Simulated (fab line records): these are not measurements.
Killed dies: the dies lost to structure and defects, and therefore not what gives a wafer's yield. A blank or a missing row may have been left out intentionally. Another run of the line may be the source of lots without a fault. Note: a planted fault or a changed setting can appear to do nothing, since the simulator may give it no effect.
A struck lot beside a sound one	flow n5 finfet	38 steps out of a route of 1938
Sound: wafers L707.2, L707.3, L707.4. Wafers L705.1, L705.3, L705.5 were the ones struck. Last of all comes the cause.
Per side, at each step with rows, come the tool, then ch with its chambers, and then its first start. Under that, the readings that differ: sound wafers	struck wafers	difference of the means	sigmas: that difference in standard deviations of wafers without a fault.
alike: readings with means less than 2 such deviations apart, plus words and numbers identical on both sides. not compared: withheld readings, readings lacking a value on some wafer, bounds such as >300 that could conceal the same value, and numbers that have no deviation in the record and whose values overlap.
Wherever a step has rows on one side only, a row that says differs or no value, or a row with sigmas, the two part there. Numbers that have no deviation but don't overlap get no sigmas and don't part them. A reading that every wafer of one side lacks parts them only if that side has two wafers or more.

first, 11 steps without rows for these wafers: N5_FIN_SAQP_STRIP_74 (strips in CHF3/O2); N5_FIN_SAQP_MANDREL_ETCH_22 (etches a-Si in HBr/Cl2, stops on SiNx, target depth 60 nm, bt time 10 s, time 30 s); N5_FIN_SAQP_STRIP_55 (strips in N2/H2); N5_FIN_SAQP_STRIP_23 (strips in SPM, time 750 s); N5_FIN_SAQP_SRD_66 (time 30 s); N5_FIN_SAQP_RECESS_75 (chemistry HF/NH3, target SiO2, target depth 14.4 nm, afs cycles 3, sublimation time 60 s); N5_FIN_SAQP_SPACER1_ALD_24 (deposits SiO2, target thk 20.3 nm, pulse time 1 s, purge time 2 s); N5_FIN_SAQP_SPACER1_ETCHBACK_25 (etches SiO2 in CHF3/O2, target depth 24.4 nm, time 12.2 s); N5_FIN_SAQP_MANDREL1_REMOVE_56 (chemistry HBr/Cl2/O2, target a-Si, stops on SiNx, bt time 10 s); N5_FIN_SAQP_ETCH_57 (etches SiNx in CH3F/O2, target depth 32.5 nm, time 46.4 s); N5_FIN_SAQP_ETCH_65 (etches SiO2 in CF4, target depth 4 nm, time 4.4 s).
N5_FIN_SAQP_MANDREL_ETCH_58: etches a-Si in HBr/Cl2, stops on SiNx, target depth 45 nm, bt time 10 s, time 27 s.
  sound on rie si-01 ch 0,2,3, day 5 18:31; struck on rie si-03 ch 0,1, day 5 08:17
reading	sound	struck	difference	sigmas
oes product au (a.u.)	0.705 0.687 0.701	0.620 0.621 0.629	-0.074	-7
over etch frac	0.8 0.8 0.8	1.2193 1.2193 1.2193	+0.4193	
model.SiNx_of_FIN_SAQP_HM_DEP_03.thk nm (nm)	38.6 37.9 38.39	35.4 34.8 35.4	-3.1	
  alike: bias w, drypump motor current A, he backside leak sccm, rf fwd power W, throttle valve pct
  not compared: rf hours counter h
then, 9 steps without rows for these wafers: N5_FIN_SAQP_RECESS_63 (chemistry HF/NH3, target SiO2, target depth 18 nm, afs cycles 3, sublimation time 60 s); N5_FIN_SAQP_COAT_68 (time 60 s, resist thk 100 nm); N5_FIN_SAQP_ETCH_69 (etches SOC in N2/H2, stops on SiNx, target depth 150 nm); N5_FIN_SAQP_ETCH_67 (etches SiNx in CH3F/O2, target depth 30 nm); N5_FIN_SAQP_STRIP_70 (strips in N2/H2); N5_FIN_SAQP_RECESS_71 (chemistry HF/NH3, target SiO2, target depth 3 nm, afs cycles 1, sublimation time 60 s); N5_FIN_SAQP_SPACER2_ALD_28 (deposits SiO2, target thk 8.1 nm, pulse time 1 s, purge time 2 s); N5_FIN_SAQP_SPACER2_ETCHBACK_29 (etches SiO2 in CHF3/O2, target depth 12.2 nm, time 6.1 s); N5_FIN_SAQP_MANDREL2_REMOVE_60 (chemistry HBr/Cl2/O2, target a-Si, stops on SiNx, bt time 10 s).
N5_FIN_SAQP_HM_OPEN_33: chemistry CH3F/O2, target SiNx, target depth 49.4 nm, time 70.6 s.
  sound on rie diel-01 ch 1,3, day 5 19:55; struck on rie diel-04 ch 0,1,2, day 5 10:32
reading	sound	struck	difference	sigmas
etch rf on time s (s)	69.3 67.8 67.6	64.2 62.5 65.0	-4.3	-3
model.etch.depth nm (nm)	37.94 37.28 37.76	34.73 34.12 34.72	-3.14	
  alike: CH3F_flow_sccm, bias w, drypump motor current A, oes_o_777_au, oes product au, rf fwd power W, rf vpp V, showerhead plenum p Torr, throttle valve pct
  not compared: rf hours counter h
then, 14 steps without rows for these wafers: N5_FIN_SAQP_ETCH_34 (etches SiO2 in C4F6/O2, target depth 45 nm, time 15 s); N5_FIN_SAQP_STRIP_77 (strips in N2/H2, time 90 s); N5_FIN_SAQP_ETCH_64 (etches SiO2 in CF4, target depth 1.5 nm); N5_FIN_SAQP_FIN_ETCH_36 (etches the open film in HBr/Cl2/O2, target depth 120 nm, time 50.4 s); N5_FIN_SAQP_PRECLEAN_38 (cleans in O3/DIW, time 45 s); N5_FIN_SAQP_PRECLEAN_45 (cleans in dHF, time 10 s); N5_FIN_SAQP_SRD_39 (time 30 s); N5_FIN_CUT_COAT_18 (time 60 s, resist thk 230 nm); N5_FIN_CUT_COAT_19 (time 60 s, resist thk 20 nm); N5_FIN_CUT_COAT_29 (time 60 s, resist thk 10 nm); N5_FIN_CUT_COAT_02 (resist thk 30 nm); N5_FIN_CUT_EBR_04; N5_FIN_CUT_SOFTBAKE_03 (time 60 s); N5_FIN_CUT_EXPOSE_05 (exposes mask FIN CUT).
N5_STI_FIN_REVEAL_RECESS_09: chemistry HF/NH3, target SiO2, afs cycles 11, target depth 42.5 nm, sublimation time 60 s.
  sound on vapor etch-02 ch 0,1, day 6 03:43; struck on vapor etch-01 ch 1, day 5 18:22
reading	sound	struck	difference	sigmas
model.SiNx_of_FIN_SAQP_HM_DEP_03.thk nm (nm)	19 18.2 18.8	15.8 15.2 15.8	-3.1	
  alike: drypump motor current A, sublimation temp c
-- record jumps: 6 days separate the struck wafers' starts on either side; left off in module STI_FIN_REVEAL, taken up again in module BEOL_M4, whose first shown step is the route's number 1111 --
N5_BEOL_M4_RC_MEAS_101:
  sound on prober-02 ch 0, day 11 11:04; struck on prober-02 ch 0, day 11 07:49
reading	sound	struck	difference	sigmas
SS_N (mV/dec)	72.0 71.7 72.6	71.1 70.0 71.0	-1.4	-2
VT_P (mV)	-246 -248 -252	-256 -256 -256	-7	-2
  alike: DIBL_N, DIBL_P, IOFF_N, IOFF_P, ION_N, ION_P, SS_P, VT_N

== WHERE THEY PART ==
Last at N5_BEOL_M4_RC_MEAS_101 as far as this record goes, first at N5_FIN_SAQP_MANDREL_ETCH_58.

WHY: what had been put in by the simulator
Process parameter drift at N5_FIN_SAQP_MANDREL_ETCH_58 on rie si-03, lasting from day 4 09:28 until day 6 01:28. Setting over etch frac shifted by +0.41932 from 0.8. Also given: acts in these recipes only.
